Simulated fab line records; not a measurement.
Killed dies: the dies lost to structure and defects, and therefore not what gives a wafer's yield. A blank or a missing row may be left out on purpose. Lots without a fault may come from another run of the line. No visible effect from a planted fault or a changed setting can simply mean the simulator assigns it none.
What tool caused it? + flow n5-finfet + 9 lots, 27 wafers sampled, at 6 steps of a route of 1938

== WHAT THE GAUGES SHOWED, per wafer ==
N5_SD_EPI_P_CD_MEAS_09: the cd target is 240 nm.
| lot  | measured    | on        | cd-nm (nm)        |
|------|-------------|-----------|-------------------|
| L500 | day 3 21:10 | cd-sem-02 | 240.1 240.7 239.8 |
| L504 | day 4 18:44 | cd-sem-01 | 240.3 240.3 240.7 |
| L505 | day 5 00:11 | cd-sem-01 | 239.1 239.2 238.4 |
| L511 | day 6 12:59 | cd-sem-01 | 238.7 238.4 239.5 |
| L512 | day 6 19:46 | cd-sem-02 | 240.2 241.2 239.7 |
| L514 | day 7 06:37 | cd-sem-02 | 242.3 241.6 241.5 |
| L516 | day 7 18:22 | cd-sem-03 | 239.7 240.3 240.0 |
| L519 | day 8 10:49 | cd-sem-01 | 239.6 240.2 240.3 |
| L520 | day 8 21:23 | cd-sem-01 | 239.9 240.9 239.4 |

N5_SDB_OVL_MEAS_12.
| lot  | measured    | on         | SDB_OVL (nm)  |
|------|-------------|------------|---------------|
| L500 | day 4 08:45 | overlay-01 | 1.2 1.2 0.2   |
| L504 | day 5 09:45 | overlay-02 | 7.5 8.7 7.6   |
| L505 | day 5 12:13 | overlay-01 | 7.8 7.8 7.7   |
| L511 | day 7 01:04 | overlay-02 | -0.2 0.1 0.6  |
| L512 | day 7 08:08 | overlay-01 | -0.9 -0.7 0.0 |
| L514 | day 7 19:23 | overlay-02 | 0.3 0.3 0.2   |
| L516 | day 8 05:57 | overlay-02 | 0.3 0.8 -0.3  |
| L519 | day 8 22:56 | overlay-01 | 1.1 1.4 1.0   |
| L520 | day 9 08:53 | overlay-01 | 0.6 0.1 -0.1  |

N5_SDB_THK_MEAS_31.
| lot  | measured    | on            | SDB_THK (nm)   |
|------|-------------|---------------|----------------|
| L500 | day 4 12:54 | film-metro-01 | 64.0 65.8 67.2 |
| L504 | day 5 14:22 | film-metro-02 | 65.0 65.5 65.6 |
| L505 | day 5 16:07 | film-metro-01 | 66.9 64.7 64.2 |
| L511 | day 7 05:05 | film-metro-02 | 64.3 65.6 65.4 |
| L512 | day 7 12:07 | film-metro-02 | 62.8 63.1 61.8 |
| L514 | day 7 23:17 | film-metro-02 | 64.4 64.5 65.3 |
| L516 | day 8 10:22 | film-metro-01 | 62.9 63.7 65.2 |
| L519 | day 9 03:22 | film-metro-01 | 64.0 63.2 63.2 |
| L520 | day 9 13:33 | film-metro-01 | 64.4 63.1 64.3 |

N5_BEOL_M4_RC_MEAS_101.
| lot  | measured     | on        | DIBL_N (mV/V)  | DIBL_P (mV/V)  | IOFF_N (nA/um) | IOFF_P (nA/um) | ION_N (uA/um) | ION_P (uA/um) | SS_N (mV/dec)  | SS_P (mV/dec)  | VT_N (mV)   | VT_P (mV)      |
|------|--------------|-----------|----------------|----------------|----------------|----------------|---------------|---------------|----------------|----------------|-------------|----------------|
| L500 | day 8 16:59  | prober-02 | 32.8 33.6 32.4 | 33.2 34.1 32.9 | 0.11 0.11 0.10 | 0.14 0.14 0.13 | 650 640 651   | 452 435 444   | 70.8 70.8 70.5 | 72.9 73.1 72.6 | 255 259 258 | -258 -259 -258 |
| L504 | day 9 12:15  | prober-02 | 35.1 37.4 38.2 | 36.0 37.4 37.8 | 0.15 0.18 0.18 | 0.20 0.23 0.24 | 675 683 668   | 460 466 467   | 71.0 71.9 73.1 | 73.3 74.1 73.8 | 249 248 248 | -250 -251 -249 |
| L505 | day 9 11:01  | prober-02 | 35.9 33.1 36.3 | 36.7 32.7 36.9 | 0.16 0.11 0.17 | 0.22 0.16 0.22 | 684 657 678   | 462 456 460   | 70.7 70.2 71.2 | 73.4 71.7 73.2 | 248 252 247 | -252 -254 -248 |
| L511 | day 11 05:10 | prober-01 | 36.8 35.0 34.6 | 38.0 35.3 36.1 | 0.17 0.14 0.14 | 0.24 0.20 0.21 | 676 655 679   | 465 459 470   | 71.6 71.8 71.0 | 73.1 73.2 73.0 | 249 253 249 | -245 -247 -246 |
| L512 | day 11 21:35 | prober-01 | 34.7 36.6 36.2 | 34.6 36.6 35.9 | 0.13 0.15 0.14 | 0.18 0.20 0.19 | 674 669 683   | 464 457 465   | 70.5 71.8 71.5 | 73.1 72.7 72.9 | 248 251 253 | -256 -250 -252 |
| L514 | day 12 00:19 | prober-01 | 35.3 35.6 34.8 | 36.0 35.1 35.6 | 0.14 0.14 0.13 | 0.21 0.19 0.20 | 675 669 666   | 473 460 461   | 70.9 70.4 71.4 | 73.6 73.2 72.9 | 251 252 254 | -248 -250 -251 |
| L516 | day 12 23:16 | prober-01 | 35.1 38.3 37.1 | 33.9 38.0 36.6 | 0.13 0.18 0.16 | 0.17 0.23 0.20 | 674 693 674   | 463 480 455   | 71.7 71.4 72.0 | 72.8 73.7 73.1 | 254 250 251 | -256 -249 -253 |
| L519 | day 13 22:16 | prober-02 | 36.2 37.0 35.5 | 39.0 39.4 37.0 | 0.16 0.16 0.14 | 0.23 0.22 0.19 | 667 662 672   | 459 451 461   | 71.7 71.6 71.8 | 73.3 73.5 73.1 | 252 249 252 | -248 -250 -250 |
| L520 | day 13 22:01 | prober-01 | 38.1 37.9 35.8 | 39.6 38.2 37.0 | 0.19 0.18 0.15 | 0.26 0.23 0.20 | 677 696 674   | 462 474 464   | 72.5 72.1 71.2 | 74.5 74.2 74.0 | 246 249 251 | -246 -248 -251 |

== EACH LOT AND THE TOOL THAT RAN IT (in order: tool; ch and the chambers of the sampled wafers; start) ==
| lot  | N5_SD_EPI_P_ETCH_36               | N5_SDB_EXPOSE_08                  |
|------|-----------------------------------|-----------------------------------|
| L500 | rie-diel-03 ch 1,3, day 3 21:17   | arfi-scanner-01 ch 0, day 4 08:36 |
| L504 | rie-diel-02 ch 1,3, day 4 18:56   | arfi-scanner-01 ch 0, day 5 09:37 |
| L505 | rie-diel-02 ch 1,2, day 5 00:21   | arfi-scanner-01 ch 0, day 5 12:04 |
| L511 | rie-diel-03 ch 0,2,3, day 6 13:25 | arfi-scanner-03 ch 0, day 7 00:55 |
| L512 | rie-diel-01 ch 2,3, day 6 20:10   | arfi-scanner-03 ch 0, day 7 07:59 |
| L514 | rie-diel-02 ch 0,2,3, day 7 07:11 | arfi-scanner-03 ch 0, day 7 19:13 |
| L516 | rie-diel-02 ch 1,2, day 7 18:41   | arfi-scanner-02 ch 0, day 8 05:49 |
| L519 | rie-diel-03 ch 1,2,3, day 8 10:56 | arfi-scanner-03 ch 0, day 8 22:47 |
| L520 | rie-diel-01 ch 2,3, day 8 21:31   | arfi-scanner-03 ch 0, day 9 08:44 |
- N5_SD_EPI_P_ETCH_36: etches SiARC in CF4, target depth 45.5 nm, time 75.8 s.
- N5_SDB_EXPOSE_08: exposes mask SDB.

== AS READ BY THE TOOLS THEMSELVES (means over the sampled wafers that have a number; for cases with no such wafer, the mark the record gives instead) ==
N5_SD_EPI_P_ETCH_36.
| lot  | tool        | chamber-pressure-mTorr (mTorr) | drypump-motor-current-A (A) | etch-rf-on-time-s (s) | oes-product-au (a.u.) | rf-vpp-V (V) | showerhead-plenum-p-Torr (Torr) | throttle-valve-pct (%) |
|------|-------------|--------------------------------|-----------------------------|-----------------------|-----------------------|--------------|---------------------------------|------------------------|
| L500 | rie-diel-03 | 40.00                          | 5.7                         | 77.2                  | 0.67                  | 184.9        | 2.22                            | 15.64                  |
| L504 | rie-diel-02 | 40.10                          | 5.1                         | 77.1                  | 0.68                  | 183.9        | 2.12                            | 15.36                  |
| L505 | rie-diel-02 | 40.02                          | 5.7                         | 77.0                  | 0.66                  | 182.1        | 2.02                            | 15.66                  |
| L511 | rie-diel-03 | 40.00                          | 5.9                         | 76.1                  | 0.65                  | 185.5        | 2.21                            | 15.66                  |
| L512 | rie-diel-01 | 40.01                          | 4.9                         | 73.8                  | 0.77                  | 184.6        | 2.22                            | 15.53                  |
| L514 | rie-diel-02 | 39.99                          | 5.7                         | 75.4                  | 0.69                  | 184.0        | 2.13                            | 15.73                  |
| L516 | rie-diel-02 | 40.03                          | 5.3                         | 77.0                  | 0.63                  | 182.3        | 2.02                            | 15.52                  |
| L519 | rie-diel-03 | 40.00                          | 5.8                         | 75.8                  | 0.64                  | 184.6        | 2.20                            | 15.65                  |
| L520 | rie-diel-01 | 39.99                          | 5.1                         | 73.2                  | 0.71                  | 184.4        | 2.18                            | 15.69                  |

N5_SDB_EXPOSE_08.
| lot  | tool            | focus-offset-nm (nm) |
|------|-----------------|----------------------|
| L500 | arfi-scanner-01 | -0.4                 |
| L504 | arfi-scanner-01 | 0.2                  |
| L505 | arfi-scanner-01 | 0.7                  |
| L511 | arfi-scanner-03 | 0.5                  |
| L512 | arfi-scanner-03 | -0.6                 |
| L514 | arfi-scanner-03 | -0.3                 |
| L516 | arfi-scanner-02 | -0.3                 |
| L519 | arfi-scanner-03 | -0.3                 |
| L520 | arfi-scanner-03 | 0.0                  |

== THE ANSWER, worked out from the rows above alone ==
Rule: what is usual is taken from the lots themselves. The widest of any qualifying gaps counts: lots, ordered by their means at a reading, are off when they make up no more than a third of the lots, leave a main group of 4 or more, and stand apart from it by 3 or more times the standard deviation of that group's means. A main group whose means are all the same, to the digits that the tables above print for the reading, isn't used. A lot without any number at a reading at which 4 lots or more have one is off too. The other lots that the step has rows for count as sound. Order of review: gauges by route order, followed by the tools' own readings, for which a lot's mean as printed above is used. At the first step where some lot is off, the reading lying furthest off is the one used; lots without a number count as furthest.
Off: at N5_SDB_OVL_MEAS_12 (SDB_OVL), L504, L505. Main group: mean 0.3 nm, sd 0.5.
A tool fits if, at a process step before that reading, it ran every lot that is off, and no sound lot after the first of them. The gauges at N5_SDB_OVL_MEAS_12 are tried like those tools. One fits: N5_SDB_EXPOSE_08 on arfi-scanner-01. Its last sound lot is L500 (day 4 08:36), its first lot that is off L504 (day 5 09:37): a fault that began between those two fits.

== WHAT THE SIMULATOR HAD PUT IN ==
Scanner matching overlay: arfi-scanner-01, from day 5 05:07 on, at N5_SDB_EXPOSE_08. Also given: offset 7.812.
Shown lots that were struck: L504, L505. The rule given above showed the same thing.
